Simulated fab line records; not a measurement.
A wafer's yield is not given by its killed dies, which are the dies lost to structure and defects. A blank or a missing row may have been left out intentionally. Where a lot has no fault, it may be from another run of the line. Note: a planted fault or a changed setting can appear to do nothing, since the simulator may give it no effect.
A lot that was struck, set against a sound lot + flow nand_harc + 14 steps out of a route of 1302
Sound: wafers L749.2, L749.4, L749.6. Wafers struck: L745.2, L745.6. The cause is given at the end.
For every step that has rows: the tool of each side, followed by ch and its chambers, followed by its first start. Under that, the readings that differ: sound wafers + struck wafers + difference of the means + sigmas: that difference in standard deviations of wafers without a fault.
alike: same words and numbers on both sides, and readings whose means sit less than 2 such deviations apart. not compared: any withheld reading, any reading some wafer has no value for, any bound like >300 that may hide the same value, and any number with overlapping values for which the record gives no deviation.
A row with sigmas, a row that says differs or no value, or rows on one side alone: a step with any of these is where the two part. Numbers that have no deviation but don't overlap get no sigmas and don't part them. A reading missing from all wafers of one side parts the sides only when that side holds two or more wafers.

first, 1 step without rows for these wafers: NHARC_A_ONON_D1_DEP_09 (target thk 1000 nm).
NHARC_A_ONON_D1_THK_MEAS_11: measures by ellipsometry.
  sound: film_metro-02 at day 13 08:29; struck: film_metro-01 at day 11 09:13
  alike: thk_nm
then, no rows for these wafers at 1 step: NHARC_A_ONON_D1_DEP_12 (target thk 1000 nm).
NHARC_A_ONON_D1_THK_MEAS_14: measures by ellipsometry.
  sound: film_metro-01 at day 13 09:03; struck: film_metro-02 at day 11 09:47
  alike: thk_nm
then, 2 steps without rows for these wafers: NHARC_A_ONON_D1_ANNEAL_15 (time 3600 s); NHARC_A_ONON_D1_DEP_16 (target thk 1000 nm).
NHARC_A_ONON_D1_THK_MEAS_18: measures by ellipsometry.
  sound: film_metro-02 at day 13 20:23; struck: film_metro-01 at day 11 21:17
  alike: thk_nm
then, no rows for these wafers at 1 step: NHARC_A_ONON_D1_DEP_19 (target thk 1000 nm).
NHARC_A_ONON_D1_THK_MEAS_21: measures by ellipsometry.
  sound: film_metro-01 at day 13 20:57; struck: film_metro-02 at day 11 21:53
  alike: thk_nm
then, no rows for these wafers at 1 step: NHARC_A_ONON_D1_DEP_22 (target thk 1000 nm).
NHARC_A_ONON_D1_THK_MEAS_24: measures by ellipsometry.
  sound: film_metro-01 at day 13 21:32; struck: film_metro-01 at day 11 22:27
  alike: thk_nm
NHARC_A_ONON_D1_DEP_25: target thk 1000 nm.
  sound on pecvd_onon-01 ch 0, day 13 21:39; struck on pecvd_onon-04 ch 0, day 11 22:34
NHARC_A_ONON_D1_THK_MEAS_27: measures by ellipsometry.
  sound: film_metro-01 at day 13 22:06; struck: film_metro-01 at day 11 23:02
| reading     | sound          | struck  | difference | sigmas |
|-------------|----------------|---------|------------|--------|
| thk_nm (nm) | 1006 1003 1002 | 931 931 | -73        | -8     |
then, no rows for these wafers at 1 step: NHARC_A_ONON_D1_DEP_28 (target thk 1000 nm).

== WHERE THEY PART ==
Only at NHARC_A_ONON_D1_THK_MEAS_27, as far as this record shows.

WHY: the cause the simulator had injected
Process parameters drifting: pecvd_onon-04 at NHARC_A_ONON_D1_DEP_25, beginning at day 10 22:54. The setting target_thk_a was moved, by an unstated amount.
